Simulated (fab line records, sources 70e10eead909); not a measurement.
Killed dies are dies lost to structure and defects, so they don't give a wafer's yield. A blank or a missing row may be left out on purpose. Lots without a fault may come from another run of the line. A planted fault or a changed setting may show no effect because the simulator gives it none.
Chamber matching | flow nand_harc | NHARC_A_STAIRCASE_DEP_322 on pecvd-02: 3 sister chambers
The step deposits SiO2, target thk 7200 nm. 6 wafers are shown with their chamber, then 8 later ones without.

WAFERS WITH THEIR CHAMBER
wafer  | chamber | heater_power_outer_w (W) | heater_power_w (W)
L079.2 | 2       | 537                      | 895
L083.6 | 0       | 403                      | 704
L085.1 | 1       | 372                      | 672
L085.2 | 0       | 455                      | 742
L085.5 | 1       | 297                      | 530
L088.2 | 2       | 482                      | 794

WAFERS WITHOUT THEIR CHAMBER
wafer  | heater_power_outer_w (W) | heater_power_w (W)
L088.3 | 539                      | 889
L088.5 | 292                      | 550
L089.1 | 360                      | 637
L089.2 | 428                      | 738
L089.3 | 492                      | 849
L095.1 | 549                      | 885
L095.3 | 420                      | 690
L095.5 | 307                      | 573

WHICH CHAMBER EACH WENT THROUGH
wafer  | from the rows above     | in truth
L088.3 | 2                       | 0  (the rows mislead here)
L088.5 | 1                       | 1
L089.1 | can't be placed: 1 or 0 | 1
L089.2 | 0                       | 0
L089.3 | can't be placed: 2 or 0 | 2
L095.1 | 2                       | 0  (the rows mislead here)
L095.3 | can't be placed: 0 or 1 | 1
L095.5 | 1                       | 1
Placed correctly: 3 of 8. Can't be placed from these rows: 3 (the true chamber is among the candidates in 3). Placed wrongly: 2.
How it was worked out, from the rows above alone: a wafer's distance from a chamber is the root of the sum, over the readings, of the square of ((its reading less the chamber's mean) divided by the reading's scatter). The wafer belongs to the nearest chamber; if the next one is less than 2 further off, it can't be placed. A chamber's mean is the mean of its shown wafers. The scatter: the root of (the sum of the squares of (reading less its chamber's mean) over the shown wafers, divided by (wafers less chambers)).
